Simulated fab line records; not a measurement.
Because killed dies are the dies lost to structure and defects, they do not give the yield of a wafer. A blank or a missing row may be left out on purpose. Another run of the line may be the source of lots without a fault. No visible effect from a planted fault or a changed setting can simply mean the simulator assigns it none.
The tool behind it: which one? + flow n5 finfet + 10 lots, 28 wafers sampled, at 5 steps of a route of 1938

WHAT THE GAUGES SHOWED, per wafer
N5_HKMG_FIN_THK_MEAS_70: measures by xrf.
| lot  | measured     | on            | HK_THK (nm)       |
|------|--------------|---------------|-------------------|
| L101 | day 5 05:48  | film metro-01 | 1.618 1.626 1.614 |
| L104 | day 5 22:03  | film metro-01 | 1.605 1.638 1.620 |
| L106 | day 6 07:35  | film metro-02 | 1.618 1.628 1.623 |
| L108 | day 6 20:59  | film metro-02 | 1.638 1.639 1.617 |
| L109 | day 7 02:52  | film metro-01 | 1.607 1.616 1.598 |
| L113 | day 8 03:45  | film metro-02 | 1.598 1.598       |
| L115 | day 8 15:43  | film metro-01 | 1.610 1.622 1.577 |
| L117 | day 9 05:27  | film metro-02 | 1.607 1.623       |
| L119 | day 9 16:51  | film metro-02 | 1.593 1.623 1.632 |
| L120 | day 10 00:40 | film metro-02 | 1.640 1.597 1.652 |

N5_HKMG_FIN_OVL_MEAS_13.
| lot  | measured     | on         | NWFM_OVL (nm)  |
|------|--------------|------------|----------------|
| L101 | day 5 06:35  | overlay-02 | -0.3 -0.3 1.5  |
| L104 | day 5 22:58  | overlay-02 | -0.8 -0.2 -1.2 |
| L106 | day 6 08:30  | overlay-01 | 0.0 -0.2 0.2   |
| L108 | day 6 21:53  | overlay-02 | 0.4 -0.6 0.2   |
| L109 | day 7 03:48  | overlay-02 | 0.3 1.4 0.1    |
| L113 | day 8 04:39  | overlay-02 | -0.3 -1.2      |
| L115 | day 8 16:37  | overlay-02 | -1.0 -0.5 -0.8 |
| L117 | day 9 06:21  | overlay-01 | 0.1 0.8        |
| L119 | day 9 17:38  | overlay-01 | 0.3 -0.4 -1.0  |
| L120 | day 10 01:35 | overlay-02 | 0.3 -0.9 -0.2  |

N5_BEOL_M4_RC_MEAS_101.
| lot  | measured     | on        | DIBL_N (mV/V)  | DIBL_P (mV/V)  | IOFF_N (nA/um) | IOFF_P (nA/um) | ION_N (uA/um) | ION_P (uA/um) | SS_N (mV/dec)  | SS_P (mV/dec)  | VT_N (mV)   | VT_P (mV)      |
|------|--------------|-----------|----------------|----------------|----------------|----------------|---------------|---------------|----------------|----------------|-------------|----------------|
| L101 | day 8 18:52  | prober-01 | 29.9 35.4 32.0 | 30.0 36.9 32.9 | 0.09 0.16 0.11 | 0.13 0.22 0.17 | 677 671 675   | 470 467 475   | 69.7 71.6 71.5 | 71.6 72.5 71.8 | 256 245 254 | -257 -249 -250 |
| L104 | day 9 20:40  | prober-02 | 30.3 31.6 36.3 | 32.5 34.5 39.7 | 0.10 0.12 0.23 | 0.14 0.16 0.26 | 645 651 681   | 441 453 464   | 71.2 70.9 73.6 | 71.8 72.6 73.7 | 256 252 244 | -257 -254 -246 |
| L106 | day 10 02:14 | prober-01 | 39.2 35.1 33.3 | 43.4 35.1 35.7 | 0.28 0.17 0.13 | 0.32 0.18 0.17 | 689 666 677   | 470 456 463   | 72.0 71.2 69.9 | 75.1 73.2 72.6 | 242 249 251 | -244 -254 -254 |
| L108 | day 11 02:02 | prober-02 | 39.5 35.1 37.1 | 40.3 34.3 36.4 | 0.23 0.14 0.19 | 0.28 0.19 0.21 | 685 686 678   | 460 473 457   | 72.8 70.6 71.6 | 74.4 73.1 73.3 | 245 252 247 | -247 -254 -253 |
| L109 | day 10 21:15 | prober-02 | 34.1 34.7 35.0 | 31.5 31.4 31.5 | 0.12 0.11 0.13 | 0.19 0.18 0.20 | 685 651 662   | 473 455 466   | 70.1 71.0 70.8 | 72.6 72.2 72.7 | 253 256 253 | -250 -248 -248 |
| L113 | day 12 06:11 | prober-01 | 34.1 33.7      | 34.3 34.6      | 0.12 0.12      | 0.15 0.17      | 682 666       | 458 460       | 70.1 71.0      | 72.9 73.0      | 251 253     | -257 -252      |
| L115 | day 13 08:08 | prober-02 | 34.8 31.6 27.6 | 37.1 33.3 28.4 | 0.16 0.11 0.07 | 0.19 0.14 0.11 | 679 664 649   | 462 454 455   | 71.5 70.2 69.4 | 73.4 72.8 71.7 | 248 258 258 | -252 -256 -257 |
| L117 | day 13 08:36 | prober-01 | 34.2 35.7      | 34.3 35.9      | 0.15 0.17      | 0.20 0.21      | 682 662       | 472 451       | 71.5 72.0      | 72.6 73.8      | 246 248     | -249 -250      |
| L119 | day 14 07:53 | prober-01 | 36.6 35.8 35.0 | 39.2 38.0 36.9 | 0.19 0.16 0.14 | 0.24 0.21 0.20 | 694 684 669   | 479 469 461   | 70.8 71.7 71.0 | 73.8 73.5 73.1 | 242 248 252 | -249 -251 -250 |
| L120 | day 14 13:20 | prober-01 | 35.6 37.2 35.3 | 36.6 38.3 36.1 | 0.14 0.17 0.13 | 0.17 0.19 0.16 | 672 683 650   | 454 463 445   | 71.1 71.8 70.9 | 72.9 73.6 73.2 | 252 251 254 | -256 -254 -258 |

WHAT TOOL EACH LOT RAN ON (gives the tool, then ch and the chambers of the sampled wafers, and finally the start)
| lot  | N5_HKMG_FIN_ETCH_35               | N5_HKMG_FIN_ALD_91                  |
|------|-----------------------------------|-------------------------------------|
| L101 | rie diel-06 ch 0,1, day 5 06:56   | ald metal-03 ch 0,1,3, day 5 07:37  |
| L104 | rie diel-06 ch 1,3, day 5 23:25   | ald metal-01 ch 1,3, day 6 00:06    |
| L106 | rie diel-05 ch 1,2, day 6 08:54   | ald metal-03 ch 0,1,3, day 6 09:35  |
| L108 | rie diel-04 ch 0,2, day 6 22:14   | ald metal-03 ch 0,1,3, day 6 22:55  |
| L109 | rie diel-06 ch 1,2,3, day 7 04:09 | ald metal-03 ch 2,3, day 7 04:50    |
| L113 | rie diel-06 ch 1,3, day 8 05:01   | ald metal-03 ch 2,3, day 8 05:42    |
| L115 | rie diel-06 ch 0,1,3, day 8 17:02 | ald metal-01 ch 1,2,3, day 8 17:43  |
| L117 | rie diel-06 ch 2,3, day 9 06:47   | ald metal-01 ch 0,1, day 9 07:31    |
| L119 | rie diel-04 ch 2,3, day 9 18:34   | ald metal-03 ch 0,1,3, day 9 19:22  |
| L120 | rie diel-04 ch 1,2, day 10 02:10  | ald metal-03 ch 1,2,3, day 10 02:51 |
- N5_HKMG_FIN_ETCH_35: etches SOC in N2/H2, target depth 215.8 nm, time 243.4 s.
- N5_HKMG_FIN_ALD_91: deposits TiN, target thk 1 nm, pulse time 1 s, purge time 3 s.

WHAT THE TOOLS THEMSELVES READ (means of the sampled wafers that have a number; where no wafer has one, the mark that the record gives instead)
N5_HKMG_FIN_ETCH_35.
| lot  | tool        | drypump motor current A (A) | n2 flow sccm (sccm) | oes product au (a.u.) | rf vpp V (V) | run length s (s) | showerhead plenum p Torr (Torr) | throttle valve pct (%) |
|------|-------------|-----------------------------|---------------------|-----------------------|--------------|------------------|---------------------------------|------------------------|
| L101 | rie diel-06 | 6.4                         | 199.6               | 0.71                  | 140.8        | 266.3            | 2.50                            | 18.07                  |
| L104 | rie diel-06 | 6.3                         | 200.0               | 0.87                  | 141.2        | 266.5            | 2.50                            | 17.87                  |
| L106 | rie diel-05 | 5.7                         | 199.5               | 0.84                  | 141.4        | 266.4            | 2.56                            | 17.67                  |
| L108 | rie diel-04 | 5.7                         | 200.2               | 0.71                  | 141.2        | 266.1            | 2.49                            | 17.94                  |
| L109 | rie diel-06 | 6.0                         | 200.0               | 0.78                  | 140.9        | 267.2            | 2.48                            | 18.01                  |
| L113 | rie diel-06 | 6.2                         | 199.9               | 0.81                  | 141.6        | 297.9            | 2.49                            | 17.96                  |
| L115 | rie diel-06 | 6.4                         | 200.1               | 0.76                  | 141.9        | 287.3            | 2.49                            | 18.01                  |
| L117 | rie diel-06 | 6.0                         | 199.8               | 0.79                  | 141.4        | 297.7            | 2.46                            | 17.98                  |
| L119 | rie diel-04 | 5.7                         | 200.0               | 0.77                  | 141.4        | 266.0            | 2.58                            | 17.85                  |
| L120 | rie diel-04 | 5.6                         | 201.2               | 0.70                  | 142.4        | 266.1            | 2.57                            | 17.89                  |

N5_HKMG_FIN_ALD_91.
| lot  | tool         | heater power w (W) | precursor pulse height rel | susceptor temp C (C) |
|------|--------------|--------------------|----------------------------|----------------------|
| L101 | ald metal-03 | 926                | 1.002                      | 400.05               |
| L104 | ald metal-01 | 877                | 1.020                      | 399.95               |
| L106 | ald metal-03 | 925                | 0.982                      | 400.12               |
| L108 | ald metal-03 | 939                | 1.003                      | 400.06               |
| L109 | ald metal-03 | 981                | 0.993                      | 400.08               |
| L113 | ald metal-03 | 972                | 1.004                      | 399.96               |
| L115 | ald metal-01 | 935                | 0.998                      | 400.24               |
| L117 | ald metal-01 | 875                | 1.002                      | 400.15               |
| L119 | ald metal-03 | 939                | 1.030                      | 399.97               |
| L120 | ald metal-03 | 986                | 0.998                      | 399.91               |

THE ANSWER, worked out from the rows above alone
Rule: the lots themselves supply what counts as usual. Put in order of their means at a reading, lots are off if they are a third of the lots or fewer, leave a main group of 4 or more, and stand apart from it by a gap of 3 or more times the standard deviation of the main group's means; of several such gaps the widest counts. The tables above print the reading to a certain number of digits; a main group whose means all agree to those digits is not used. Also off: a lot with no number at a reading for which 4 or more lots have one. Any other lot the step has rows for is counted as sound. The gauges are gone through in route order, then the tools' own readings, and for those a lot's mean is taken as printed above. The first step at which some lot is off is used, and at that step the reading that is off furthest; a lot without a number counts as furthest.
Off: L113, L115, L117 (N5_HKMG_FIN_ETCH_35, run length s). Mean 266.4 s and standard deviation 0.38 in the main group.
A tool fits if, at that step or a process step before it, it ran every lot that is off, and no sound lot after the first of them. One fits: N5_HKMG_FIN_ETCH_35 on rie diel-06. Its last sound lot is L109 (day 7 04:09), its first lot that is off L113 (day 8 05:01): a fault that began between those two fits.
On the lots that are off, the tool's own readings at N5_HKMG_FIN_ETCH_35 differ by more than 5 times the standard deviation of the sound lots' means, which bears it out; run length s reads 294.3 s there versus 266.4 s on the sound lots.

WHAT THE SIMULATOR HAD PUT IN
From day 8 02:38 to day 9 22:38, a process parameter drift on rie diel-06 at N5_HKMG_FIN_ETCH_35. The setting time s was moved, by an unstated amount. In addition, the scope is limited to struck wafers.
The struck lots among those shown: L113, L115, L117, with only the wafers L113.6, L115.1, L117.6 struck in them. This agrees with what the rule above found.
